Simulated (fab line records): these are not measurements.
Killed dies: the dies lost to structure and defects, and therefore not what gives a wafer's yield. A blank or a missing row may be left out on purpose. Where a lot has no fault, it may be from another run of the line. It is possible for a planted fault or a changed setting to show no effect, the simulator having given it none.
Problem report in the 8D (eight disciplines) form, filled by code | flow nand harc | the parts of the form that need people (team, actions taken, sign-off) are left out

1. WHAT IS WRONG
Wafers without a fault read 1001 nm, standard deviation 13; thk nm at NHARC_A_ONON_D1_THK_MEAS_14 reads a mean of 666 nm on 2 wafers belonging to 2 lots. Measured from the usual mean, that is -26 standard deviations.
The step: measures by ellipsometry.
Seen first at day 11 07:07 on film metro-01, wafer L804.2. Wafers with a number at this step in the record: 37, from 13 lots. By rule, "out" or "out of limits" means more than 4 standard deviations away from the usual mean. The rest of the wafers with a number are treated as sound.

2. WHAT THIS IS AND IS NOT
question                    | is                           | is not
which readings at this step | thk nm                       | -
which lots                  | L804, L806                   | L796, L798, L800, L810, L811, L812, L813, L814, L816, L817, L818
which wafers of those lots  | L804.2, L806.5               | L804.6, L806.4
read on which gauges        | film metro-01, film metro-02 | -
when                        | from day 11 07:07            | up to then (10 sound wafers); but 25 sound wafers of L806, L810, L811, L812, L813, L814, L816, L817, L818 came after

3. SUSPECTS, AND WHAT RULES EACH OUT
Counting: if a tool at a process step up to the reading ran every lot that is out, it stays a suspect. Sound lots after the first of them don't rule it out here, since some wafers of a struck lot are sound.
- the gauge at NHARC_A_ONON_D1_THK_MEAS_14 is ruled out. Those wafers that are out were read across 2 gauges (film metro-01, film metro-02).
- pecvd onon-02 at NHARC_A_ONON_D1_DEP_12 (target thk 1000 nm): kept. It ran every lot that is out, first L804 (day 11 06:40); its last sound lot up to then is L796 (day 8 06:44).
Left after counting: pecvd onon-02 at NHARC_A_ONON_D1_DEP_12.

4. THE CAUSE (what the simulator had put in)
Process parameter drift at NHARC_A_ONON_D1_DEP_12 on pecvd onon-02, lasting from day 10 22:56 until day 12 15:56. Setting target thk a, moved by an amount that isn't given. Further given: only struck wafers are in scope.
Counting left only this tool.

5. THE EFFECT CHAIN, in route order
One row per reading whose mean, taken over the struck wafers that have a number, lies over 3 standard deviations from the usual. Scope: only readings with a usual standard deviation given in the record; hours: median across lots of the time from each lot's start at the first step in this table that gives one to its start at this step; sigmas: change in usual standard deviations.
hours | step                        | reading         | usual   | on struck wafers | change | sigmas
0     | NHARC_A_ONON_D1_THK_MEAS_14 | thk nm          | 1001 nm | 666              | -335   | -26
394   | NHARC_END_SORT_01           | killed at array | 47      | 672              | +625   | +35
394   | NHARC_END_SORT_01           | killed dies     | 52      | 677              | +625   | +35

6. HOW IT WOULD HAVE BEEN CAUGHT EARLIER
8 hours passed between the start of the fault at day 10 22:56 and the first reading out of limits at a measuring or inspecting step in this record, taken at day 11 07:07.
Tool readings at NHARC_A_ONON_D1_DEP_12 with a usual standard deviation given in the record: none out on any struck wafer, hence no alarm at a limit of 4 standard deviations on them.
L806, from the lots that are out (2), started NHARC_A_ONON_D1_DEP_12 on pecvd onon-02 later than day 11 07:07. Holding the tool at that time would have saved it.
